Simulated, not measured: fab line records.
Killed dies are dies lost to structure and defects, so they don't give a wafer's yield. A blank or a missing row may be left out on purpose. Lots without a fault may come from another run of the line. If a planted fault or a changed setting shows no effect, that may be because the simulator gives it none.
Code-filled problem report in 8D (eight disciplines) form :: flow n5-finfet :: the parts of the form that need people (team, actions taken, sign-off) are left out

1. PROBLEM STATEMENT
Mean M3_THK at N5_BEOL_M3_THK_MEAS_53: 157.8 nm over 2 wafers in 2 lots; fault-free wafers: 41.4 nm, standard deviation 2. Relative to the usual mean, that is a shift of +58 standard deviations.
The step: measures by xrf.
Earliest sighting: wafer L485.1 on film-metro-02 at day 12 00:03. The record holds 27 wafers of 11 lots with a number at this step. By rule, "out" or "out of limits" means more than 4 standard deviations away from the usual mean. The rest of the wafers with a number are treated as sound.

2. WHAT IT IS, WHAT IT ISN'T
question: which readings at this step
is: M3_THK
is not: -

question: which lots
is: L485, L487
is not: L470, L472, L473, L474, L475, L476, L480, L481, L483

question: which wafers of those lots
is: L485.1, L487.2
is not: L485.6, L487.3

question: read on which gauges
is: film-metro-01, film-metro-02
is not: -

question: when
is: from day 12 00:03
is not: up to then (24 sound wafers); but 1 sound wafer of L487 came after

3. SUSPECTS, AND WHAT RULES EACH OUT
Counting: if a tool at a process step up to the reading ran every lot that is out, it stays a suspect. Sound lots after the first of them don't rule it out here, since some wafers of a struck lot are sound.
- the gauge at N5_BEOL_M3_THK_MEAS_53 has been ruled out. 2 gauges (film-metro-01, film-metro-02) read the wafers that are out.
- pvd-sputter-01 at N5_BEOL_M3_SPUTTER_86 (material Cu, target thk 4.5 nm, time 8.29 s): kept. It ran every lot that is out, first L485 (day 11 22:09); its last sound lot up to then is L481 (day 11 10:30).
- pvd-sputter-01 at N5_BEOL_M3_SPUTTER_90 (material Cu, target thk 4.5 nm, time 8.29 s): kept. It ran every lot that is out, first L485 (day 11 22:35); its last sound lot up to then is L481 (day 11 10:56).
- pvd-sputter-01 at N5_BEOL_M3_SPUTTER_94 (material Cu, target thk 4.5 nm, time 8.29 s): kept. It ran every lot that is out, first L485 (day 11 23:02); its last sound lot up to then is L481 (day 11 11:23).
- cmp-01 at N5_BEOL_M3_CMP_52 (polishes, stops on SiOC, t overpolish 6.8 s, target thk 40 nm): kept. It ran every lot that is out, first L485 (day 11 23:45); its last sound lot up to then is L483 (day 11 21:23). Its own barrier-field-endpoint-s, overpolish-run-s readings are out on those wafers.
- At N5_BEOL_M3_CMP_52, inside cmp-01: chamber 0 took the wafers that are out, while their sound lot-mates went through chambers 1, 2.
Left after counting: pvd-sputter-01 at N5_BEOL_M3_SPUTTER_86, pvd-sputter-01 at N5_BEOL_M3_SPUTTER_90, pvd-sputter-01 at N5_BEOL_M3_SPUTTER_94, cmp-01 at N5_BEOL_M3_CMP_52.

4. THE CAUSE (what the simulator had put in)
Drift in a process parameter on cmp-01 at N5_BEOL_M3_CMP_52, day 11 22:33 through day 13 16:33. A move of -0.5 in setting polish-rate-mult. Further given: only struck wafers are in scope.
This tool is one of the 4 suspects left after counting.

5. THE CHAIN OF EFFECTS, in route order
Each row: a reading where the mean over the struck wafers with a number is more than 3 standard deviations away from the usual. Only readings for which the record gives a usual standard deviation are gone through. hours: the time from each lot's start at the first step in this table that gives one to its start at this step, as a median over the lots. sigmas: the change in usual standard deviations.
hours: 0
step: N5_BEOL_M3_CMP_52
reading: barrier-field-endpoint-s
usual: 24.9 s
on struck wafers: 41.1
change: +16.2
sigmas: +18

hours: 0
step: N5_BEOL_M3_CMP_52
reading: overpolish-run-s
usual: 6.799 s
on struck wafers: 0.044
change: -6.755
sigmas: -99 or more

hours: 0
step: N5_BEOL_M3_CMP_52
reading: time-to-endpoint-s
usual: 64 s
on struck wafers: 82
change: +18
sigmas: +3.9

hours: 0
step: N5_BEOL_M3_THK_MEAS_53
reading: M3_THK
usual: 41.4 nm
on struck wafers: 157.8
change: +116.3
sigmas: +58

hours: 1
step: N5_BEOL_M3_INSPECT_59
reading: raw-defect-count
usual: 76
on struck wafers: 5020
change: +4944
sigmas: +99 or more

hours: 116
step: N5_PASSIVATION_PROBE_49
reading: defect-limited-yield
usual: 91.3 %
on struck wafers: 0.0
change: -91.3
sigmas: -61

hours: 116
step: N5_PASSIVATION_PROBE_49
reading: killed_at_M0_to_M3
usual: 33
on struck wafers: 1117
change: +1084
sigmas: +90

hours: 116
step: N5_PASSIVATION_PROBE_49
reading: killed-dies
usual: 103
on struck wafers: 1180
change: +1077
sigmas: +60

hours: 116
step: N5_PASSIVATION_PROBE_49
reading: killed-on-rim
usual: 14
on struck wafers: 152
change: +138
sigmas: +32

hours: 116
step: N5_PASSIVATION_PROBE_49
reading: sort-n-pass
usual: 1077
on struck wafers: 0
change: -1077
sigmas: -60
The process steps in it:
- N5_BEOL_M3_CMP_52: polishes, stops on SiOC, t overpolish 6.8 s, target thk 40 nm.
- N5_PASSIVATION_PROBE_49

6. WHAT WOULD HAVE CAUGHT IT SOONER
Counted from the fault's start at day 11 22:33, it took 2 hours until the first out-of-limits reading at a measuring or inspecting step in this record, taken at day 12 00:03.
Tool's own readings at N5_BEOL_M3_CMP_52, barrier-field-endpoint-s, overpolish-run-s: out on all struck wafers the step has rows for; an alarm limit on them would have tripped on the first.
Lots out: 2; of these, L487 started N5_BEOL_M3_CMP_52 on cmp-01 after day 12 00:03. A tool hold placed at that time would have kept it from harm.
